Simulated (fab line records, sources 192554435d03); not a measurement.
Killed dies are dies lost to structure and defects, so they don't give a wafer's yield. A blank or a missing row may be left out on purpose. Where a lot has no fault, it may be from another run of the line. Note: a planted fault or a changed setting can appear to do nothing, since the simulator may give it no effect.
fab line records	flow n5-finfet	part 2 of 2: steps 5 to 6 of 6
[record] lots = 24	wafers = 72	last-day = 17
route steps=1938 shown GATE_CUT@504 MOL_CONTACT_COAG@538
lots untouched by any fault: they come from a run of this same line in which no faults occurred
start-h: hours from the record's opening day to when the first of the lot's shown wafers began	wait-h: hours since the lot's step before	" as in the row above	L1.1+2: several wafers, shown together as one row	- no value, or no start given	* or withheld: withheld	< > ~ a bound
route shown NAME@n: NAME is a module with steps in the file, n the number in the route of the first one	usual: mean/standard deviation taken from wafers without a fault	same: alike in all rows	chamber/n: place in a boat	sites: per-site readings	_std_site: the standard deviation of these	_edge_site: mean of outer sites minus mean of inner sites	radius-mm: how far each site lies from the wafer's centre	mask NAME#n: copy n	behind: the tool/chamber that last shaped the wafer	hold: why the lot went on hold/how many hours it stayed there/how the hold came to an end	device: whichever transistor did not switch (one of n, p or np)	end of line: at the end of the route, the tests of the same wafers	where a step has no rows: the recipe by itself	killed: not the wafer's yield, but the dies lost to structure and defects at the first sort	map: dies across one wafer; x = killed, . = not, _ = none there
set.NAME: setting as actually run; set.NAME@STEP: the setting as run at that earlier step	model.NAME: the simulator's own value behind a step, which no gauge read
a sample of lots followed through the steps of the route, with each step as a table and each wafer as a row
services: from which hour (start-h, from the record's first day; less than 0 if before it) a tool's chamber was out of use, for how many hours, and why
[[steps]]
[step N5_MOL_CONTACT_COAG_ANNEAL_113]
[recipe] temp-c = 400	time-s = 300	ambient = H2/N2
[usual] lamp-power-pct = 2.73/0.17	wafer_temp_C_max = 401.8/0.4
lot.wafer	tool	chamber	start-h	wait-h	lamp-power-pct	wafer_temp_C_max
L074.1	rtp-anneal-01	0	91.92	0.3	2.56	402.0
L074.3	"	0	"	"	2.56	401.2
L074.5	"	0	"	"	2.57	401.8
L075.2	rtp-anneal-02	0	99.23	0.5	2.91	402.0
L075.4	"	0	"	"	2.91	402.4
L075.6	"	0	"	"	2.91	401.8
L076.2	rtp-anneal-02	0	106.48	0.5	2.90	401.6
L076.4	"	0	"	"	2.91	402.1
L076.6	"	0	"	"	2.90	402.0
L077.1	rtp-anneal-01	0	113.35	0.3	2.56	402.0
L077.2	"	0	"	"	2.56	401.5
L077.6	"	0	"	"	2.56	402.2
L078.1	rtp-anneal-02	0	117.74	0.4	2.90	402.0
L078.4	"	0	"	"	2.91	402.5
L078.6	"	0	"	"	2.91	401.8
L079.1	rtp-anneal-02	0	120.64	0.3	2.91	402.1
L079.2	"	0	"	"	2.91	401.6
L079.3	"	0	"	"	2.91	401.6
L080.1	rtp-anneal-01	0	126.46	0.4	2.56	401.7
L080.5	"	0	"	"	2.56	401.3
L080.6	"	0	"	"	2.56	401.5
L081.1	rtp-anneal-02	0	135.79	0.6	2.90	401.8
L081.5	"	0	"	"	2.91	401.8
L081.6	"	0	"	"	2.90	402.5
L082.1	rtp-anneal-02	0	140.77	0.5	2.90	402.3
L082.3	"	0	"	"	2.91	401.4
L082.5	"	0	"	"	2.91	401.5
L083.1	rtp-anneal-01	0	148.28	0.7	2.56	401.8
L083.2	"	0	"	"	2.56	401.4
L083.5	"	0	"	"	2.56	401.9
L084.1	rtp-anneal-02	0	153.54	0.7	2.91	401.8
L084.3	"	0	"	"	2.91	402.2
L084.4	"	0	"	"	2.90	401.6
L085.1	rtp-anneal-02	0	158.49	0.4	2.91	401.8
L085.2	"	0	"	"	2.90	402.1
L085.6	"	0	"	"	2.90	401.8
L086.1	rtp-anneal-02	0	166.50	0.3	2.91	402.4
L086.3	"	0	"	"	2.90	401.2
L086.5	"	0	"	"	2.91	401.6
L087.1	rtp-anneal-01	0	171.03	0.4	2.56	401.9
L087.2	"	0	"	"	2.57	401.5
L087.3	"	0	"	"	2.56	401.8
L088.3	rtp-anneal-01	0	176.86	0.8	2.56	401.2
L088.5	"	0	"	"	2.56	402.4
L088.6	"	0	"	"	2.56	401.5
L089.1	rtp-anneal-01	0	183.28	0.3	2.56	401.9
L089.2	"	0	"	"	2.56	401.8
L089.5	"	0	"	"	2.56	401.7
L090.2	rtp-anneal-02	0	187.22	0.5	2.91	402.5
L090.4	"	0	"	"	2.91	401.8
L090.6	"	0	"	"	2.91	401.9
L091.1	rtp-anneal-02	0	193.82	0.3	2.91	401.6
L091.2	"	0	"	"	2.91	401.9
L091.6	"	0	"	"	2.91	402.1
L092.1	rtp-anneal-01	0	198.70	0.5	2.56	402.0
L092.2	"	0	"	"	2.57	402.0
L092.3	"	0	"	"	2.56	402.2
L093.1	rtp-anneal-01	0	208.68	0.5	2.56	401.8
L093.2	"	0	"	"	2.56	402.6
L093.3	"	0	"	"	2.56	401.8
L094.2	rtp-anneal-01	0	212.48	0.5	2.56	401.3
L094.3	"	0	"	"	2.56	401.3
L094.5	"	0	"	"	2.56	401.1
L095.1	rtp-anneal-01	0	217.93	0.3	2.56	402.3
L095.3	"	0	"	"	2.56	401.8
L095.6	"	0	"	"	2.56	401.5
L096.2	rtp-anneal-02	0	226.06	0.5	2.91	401.6
L096.3	"	0	"	"	2.91	401.8
L096.6	"	0	"	"	2.91	402.0
L097.1	rtp-anneal-01	0	228.62	0.3	2.56	401.4
L097.3	"	0	"	"	2.56	402.1
L097.6	"	0	"	"	2.56	402.3
[step N5_MOL_CONTACT_COAG_CMP_23]
[recipe] stop-on = SiO2	t-overpolish-s = 1.5	post-cmp-clean = cu-alkaline	down-force-psi = 2	platen-rpm = 50.289	pad-velocity-m-s = 1.0006	target-thk-nm = 0
[usual] motor-current-A = 8.6/0.72	overpolish-run-s = 1.499/0.0086	platen-rpm = 50.29/0.033	slurry-filter-dp-kPa = 13.49/0.14	time-to-endpoint-s = 9/3.1
lot.wafer	tool	chamber	start-h	wait-h	motor-current-A	overpolish-run-s	platen-rpm	slurry-filter-dp-kPa	time-to-endpoint-s
L074.1	cmp-03	2	94.42	0.1	8.9	1.494	50.33	13.61	4
L074.3	"	0	"	"	8.0	1.484	50.30	13.40	5
L074.5	"	1	"	"	9.2	1.491	50.29	13.29	10
L075.2	cmp-04	3	101.13	0.1	8.4	1.507	50.30	13.46	11
L075.4	"	0	"	"	8.4	1.495	50.20	13.41	7
L075.6	"	3	"	"	8.1	1.525	50.29	13.41	11
L076.4	cmp-03	0	108.10	0.0	7.9	1.500	50.24	13.70	6
L076.2	"	1	"	"	9.3	1.510	50.26	13.55	7
L076.6	"	1	"	"	9.7	1.492	50.27	13.54	6
L077.2	cmp-04	1	116.37	0.1	9.0	1.503	50.30	13.69	11
L077.1	"	2	"	"	7.1	1.511	50.30	13.30	13
L077.6	"	0	"	"	8.1	1.492	50.29	13.45	5
L078.4	cmp-03	1	119.15	0.1	9.2	1.501	50.33	13.35	11
L078.1	"	2	"	"	9.1	1.516	50.26	13.58	8
L078.6	"	3	"	"	9.5	1.498	50.30	13.32	14
L079.3	cmp-04	3	122.57	0.0	8.3	1.499	50.31	13.31	9
L079.2	"	1	"	"	8.7	1.503	50.26	13.57	13
L079.1	"	2	"	"	7.4	1.489	50.30	13.30	13
L080.1	cmp-02	1	128.11	0.0	8.5	1.495	50.30	13.59	14
L080.5	"	1	"	"	8.7	1.502	50.28	13.34	14
L080.6	"	2	"	"	8.9	1.489	50.32	13.65	10
L081.1	cmp-03	1	138.99	0.0	8.9	1.500	50.26	13.79	12
L081.6	"	1	"	"	9.7	1.504	50.31	13.48	12
L081.5	"	2	"	"	8.8	1.485	50.32	13.47	6
L082.1	cmp-03	2	143.25	0.1	9.4	1.501	50.29	13.43	7
L082.3	"	3	"	"	9.3	1.507	50.28	13.55	10
L082.5	"	2	"	"	9.3	1.494	50.25	13.45	7
L083.1	cmp-02	2	151.24	0.0	8.1	1.513	50.34	13.42	9
L083.2	"	3	"	"	7.6	1.492	50.24	13.44	6
L083.5	"	2	"	"	8.5	1.488	50.29	13.40	7
L084.1	cmp-02	0	156.17	0.1	8.6	1.511	50.26	13.45	10
L084.3	"	1	"	"	8.4	1.511	50.26	13.39	8
L084.4	"	2	"	"	8.7	1.502	50.33	13.58	8
L085.1	cmp-04	1	160.42	0.1	9.0	1.498	50.33	13.64	14
L085.2	"	2	"	"	7.8	1.521	50.26	13.40	15
L085.6	"	0	"	"	8.1	1.498	50.29	13.60	9
L086.3	cmp-04	2	169.87	0.0	7.7	1.506	50.30	13.72	13
L086.1	"	3	"	"	7.9	1.505	50.28	13.09	12
L086.5	"	3	"	"	8.7	1.511	50.25	13.54	12
L087.2	cmp-02	3	174.86	0.1	7.5	1.508	50.32	13.39	9
L087.3	"	0	"	"	8.8	1.502	50.28	13.24	12
L087.1	"	1	"	"	8.8	1.485	50.26	13.57	12
L088.3	cmp-02	1	177.98	0.1	8.1	1.500	50.31	13.54	12
L088.6	"	3	"	"	7.4	1.491	50.27	13.49	7
L088.5	"	0	"	"	8.8	1.506	50.28	13.60	11
L089.1	cmp-02	1	186.38	0.0	8.8	1.504	50.23	13.39	9
L089.2	"	0	"	"	8.4	1.510	50.30	13.43	9
L089.5	"	2	"	"	9.6	1.500	50.29	13.66	9
L090.4	cmp-03	2	189.33	0.0	9.4	1.493	50.33	13.57	5
L090.2	"	0	"	"	8.0	1.482	50.29	13.32	6
L090.6	"	2	"	"	9.3	1.508	50.26	13.42	7
L091.2	cmp-03	0	195.51	0.1	8.1	1.500	50.28	13.56	7
L091.1	"	1	"	"	9.6	1.496	50.25	13.51	13
L091.6	"	3	"	"	9.3	1.491	50.26	13.32	15
L092.3	cmp-02	3	201.42	0.0	7.5	1.515	50.32	13.74	6
L092.2	"	1	"	"	8.2	1.493	50.28	13.38	12
L092.1	"	2	"	"	8.8	1.483	50.26	13.67	7
L093.2	cmp-03	2	211.01	0.0	8.8	1.496	50.29	13.25	2
L093.3	"	0	"	"	7.6	1.502	50.25	13.64	2
L093.1	"	1	"	"	9.7	1.497	50.28	13.21	10
L094.3	cmp-03	2	215.28	0.1	9.4	1.499	50.24	13.69	4
L094.2	"	3	"	"	9.9	1.505	50.31	13.44	10
L094.5	"	0	"	"	7.7	1.506	50.27	13.37	6
L095.1	cmp-03	2	220.73	0.1	8.7	1.505	50.30	13.42	4
L095.3	"	3	"	"	9.3	1.506	50.31	13.53	14
L095.6	"	2	"	"	9.5	1.510	50.30	13.43	6
L096.3	cmp-02	1	227.94	0.1	8.1	1.495	50.28	13.37	11
L096.2	"	3	"	"	7.7	1.498	50.24	13.56	8
L096.6	"	1	"	"	8.1	1.506	50.25	13.60	11
L097.3	cmp-03	3	233.03	0.1	9.6	1.503	50.29	13.85	11
L097.1	"	0	"	"	8.1	1.488	50.27	13.49	7
L097.6	"	3	"	"	9.7	1.500	50.28	13.62	13
[[services]]
tool	chamber	start-h	hours	kind
ald-metal-01	3	63.49	4.5	repair
rie-diel-06	1	80.31	8.1	repair
cmp-02	-	81.43	4.0	pm
rie-diel-06	0	81.71	7.0	repair
rie-diel-06	3	86.99	2.4	repair
rie-diel-06	2	88.53	27.7	repair
rie-metal-03	-	89.74	0.3	repair
ald-metal-01	-	95.51	3.1	repair
cmp-03	-	98.21	7.3	pm
ald-metal-01	2	99.15	24.2	repair
rie-metal-02	1	106.00	6.8	repair
cmp-02	-	118.62	3.4	pm
rie-metal-03	-	121.32	1.4	pm
cmp-04	-	135.90	6.4	pm
cmp-03	-	136.48	0.7	repair
cmp-01	-	144.82	1.6	repair
cmp-03	-	167.76	4.0	pm
cmp-01	-	171.34	4.0	pm
rtp-anneal-02	-	197.54	3.0	pm
cmp-02	-	202.83	2.3	repair
rie-diel-06	0	207.22	4.4	repair
cmp-01	-	211.66	0.2	repair
rie-diel-04	2	217.90	5.7	repair
rie-diel-05	0	230.90	5.1	repair
